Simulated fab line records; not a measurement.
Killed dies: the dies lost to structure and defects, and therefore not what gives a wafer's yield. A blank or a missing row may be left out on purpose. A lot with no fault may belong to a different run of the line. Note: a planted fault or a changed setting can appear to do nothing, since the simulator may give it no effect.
A lot that was struck, set against a sound lot :: flow n5_finfet :: 40 steps out of a route of 1938
Sound: these wafers, L906.2, L906.5, L906.6. Struck: wafers L897.2, L897.3. (L897.5 of the same lot was not struck and is left out.) The cause comes at the end.
Per side, at each step with rows, come the tool, then ch with its chambers, and then its first start. Under that, the readings that differ: sound wafers :: struck wafers :: difference of the means :: sigmas: that difference in standard deviations of wafers without a fault.
alike: words and numbers the same on both sides, and readings whose means are apart by under 2 such deviations; not compared: readings that were withheld, readings missing a value for some wafer, numbers with overlapping values and no deviation given by the record, and bounds like >300 which may hide the same value.
Wherever a step has rows on one side only, a row that says differs or no value, or a row with sigmas, the two part there. When numbers do not overlap yet have no deviation, they are printed without sigmas and do not part them. A reading that every wafer of one side lacks parts them only if that side has two wafers or more.

first, 9 steps without rows for these wafers: N5_BEOL_M5_DESCUM_33 (chemistry O2, time 7 s); N5_BEOL_M5_ETCH_75 (etches underlayer in N2/H2, target depth 6.5 nm, time 5.2 s); N5_BEOL_M5_ETCH_67 (etches SiARC in CF4, target depth 15.6 nm, time 26 s); N5_BEOL_M5_ETCH_68 (etches SOC in N2/H2, target depth 80 nm, overetch 16 nm, time 120 s); N5_BEOL_M5_STRIP_69 (strips in N2/H2); N5_BEOL_M5_STRIP_76 (strips in N2/H2); N5_BEOL_M5_VIA_ETCH_34 (etches SiCOH lowk in C4F6/O2, target depth 88.3 nm, time 39.2 s); N5_BEOL_M5_STRIP_85 (strips in C4F6/O2); N5_BEOL_M5_STRIP_36 (strips in N2/H2).
N5_BEOL_M5_TRENCH_ETCH_37: etches SiCOH lowk in C4F6/O2, target depth 71.652 nm, time 24.7 s.
  sound on rie_diel-02 ch 0,1,3, day 15 10:43; struck on rie_diel-06 ch 1,3, day 13 14:27
reading: model.etch.depth_nm (nm)
sound: 68.49 71.12 72.57
struck: 49.22 48.14
difference: -22.05
sigmas: 

reading: model.BEOL_M5.feature_depth_nm (nm)
sound: 68.4 71.2 72.6
struck: 49.2 48.2
difference: -22.0
sigmas: 
  alike: chamber_pressure_mTorr, drypump_motor_current_A, oes_f_703_au, oes_product_au, rf_vpp_V, showerhead_plenum_p_Torr, throttle_valve_pct
  not compared: rf_hours_counter_h, model.TiN_of_BEOL_M5_HM_DEP_02.thk_nm
then, 2 steps without rows for these wafers: N5_BEOL_M5_ETCH_41 (etches SiCN in CH3F/O2, target depth 31.5 nm, time 56.7 s); N5_BEOL_M5_STRIP_91 (strips in N2/H2, time 10 s).
N5_BEOL_M5_OCD_MEAS_38:
  sound: ocd-01 at day 15 10:52; struck: ocd-02 at day 13 14:37
reading: trench_depth_nm (nm)
sound: 68.4 71.3 72.4
struck: 48.9 48.5
difference: -22.0
sigmas: -15
then, 21 steps without rows for these wafers: N5_BEOL_M5_HM_STRIP_39 (strips TiN in peroxide tin strip, target depth 25 nm, time 158 s); N5_BEOL_M5_SRD_40 (time 30 s); N5_BEOL_M5_PRECLEAN_42 (cleans in residue remover, time 60 s); N5_BEOL_M5_SRD_43 (time 30 s); N5_BEOL_M5_CURE_80 (cures SiCOH lowk, time 120 s); N5_BEOL_M5_DEGAS_44 (time 60 s); N5_BEOL_M5_PRE_CLEAN_45 (time 30 s); N5_BEOL_M5_ALD_86 (deposits TaN, pulse time 2 s, purge time 3 s, co reactant purge time 2 s); N5_BEOL_M5_SURFACE_TREAT_87; N5_BEOL_M5_CVD_47 (deposits Co from CCTBA/H2, target thk 3 nm, time 216 s); N5_BEOL_M5_SPUTTER_48 (material Cu, target thk 15 nm, time 27.62 s); N5_BEOL_M5_ANNEAL_49 (time 1800 s); N5_BEOL_M5_SPUTTER_81 (material Cu, target thk 15 nm, time 27.62 s); N5_BEOL_M5_ANNEAL_82 (time 1800 s); N5_BEOL_M5_SPUTTER_83 (material Cu, target thk 15 nm, time 27.62 s); N5_BEOL_M5_ANNEAL_84 (time 1800 s); N5_BEOL_M5_SPUTTER_88 (material Cu, target thk 15 nm, time 27.62 s); N5_BEOL_M5_ANNEAL_89 (time 1800 s); N5_BEOL_M5_SPUTTER_90 (material Cu, target thk 4.5 nm, time 8.29 s); N5_BEOL_M5_ECD_50 (material Cu, target thk 300 nm); N5_BEOL_M5_ANNEAL_51 (time 90 s).
N5_BEOL_M5_CMP_52: polishes, stops on SiCOH lowk, t overpolish 6.9 s, target thk 62 nm.
  sound on cmp-03 ch 0,1, day 15 17:24; struck on cmp-03 ch 1,2, day 13 22:10
reading: model.Cu_of_BEOL_M5_ECD_50.thk_nm (nm)
sound: 57 60.8 60.6
struck: 39 37.8
difference: -21
sigmas: 
  alike: barrier_field_endpoint_s, motor_current_A, overpolish_run_s, time_to_endpoint_s
N5_BEOL_M5_THK_MEAS_53: measures by xrf.
  sound: film_metro-02 at day 15 17:40; struck: film_metro-02 at day 13 22:27
reading: M5_THK (nm)
sound: 58.2 61.9 61.6
struck: 39.8 38.6
difference: -21.4
sigmas: -10
then, 2 steps without rows for these wafers: N5_BEOL_M5_PRE_CLEAN_77 (time 15 s); N5_BEOL_M5_CO_CAP_78 (material Co, precursor CCTBA/H2, target thk 2 nm, time 102.1 s).
N5_BEOL_M5_RS_MEAS_57: the measuring method here is four-point-probe.
  sound: film_metro-01 at day 15 17:59; struck: film_metro-01 at day 13 22:43
reading: M5_RS (ohm/sq)
sound: 0.428 0.396 0.398
struck: 0.690 0.717
difference: +0.296
sigmas: +19
-- a jump in the record: the struck wafers' starts before and after are 3 days apart (it breaks off in module BEOL_M5 and resumes in module BEOL_M15, where the first step shown is number 1830 of the route) --
N5_BEOL_M15_RC_MEAS_101:
  sound on prober-02 ch 0, day 19 12:08; struck on prober-02 ch 0, day 17 06:11
reading: SERP_M10 (ohm/um)
sound: 3.02 2.95 2.85
struck: 3.23 3.09
difference: +0.22
sigmas: +2

reading: SERP_M5 (ohm/um)
sound: 40.7 40.1 39.4
struck: 67.3 71.5
difference: +29.3
sigmas: +15

reading: SERP_M5_max_site (ohm/um)
sound: 41.7 41.4 40.4
struck: 68.4 73.3
difference: +29.7
sigmas: +13
  alike: COMB_M10, COMB_M10_max_site, COMB_M11, COMB_M11_max_site, COMB_M12, COMB_M12_max_site, COMB_M13, COMB_M14, COMB_M15, COMB_M15_max_site, COMB_M6, COMB_M7, COMB_M8, COMB_M9, SERP_M12, SERP_M13, SERP_M14, SERP_M6, SERP_M6_max_site, SERP_M7, SERP_M8, SERP_M9

## WHERE THEY PART
At N5_BEOL_M5_OCD_MEAS_38 first; at N5_BEOL_M15_RC_MEAS_101 last (within this record only).

WHY: what the simulator had put in
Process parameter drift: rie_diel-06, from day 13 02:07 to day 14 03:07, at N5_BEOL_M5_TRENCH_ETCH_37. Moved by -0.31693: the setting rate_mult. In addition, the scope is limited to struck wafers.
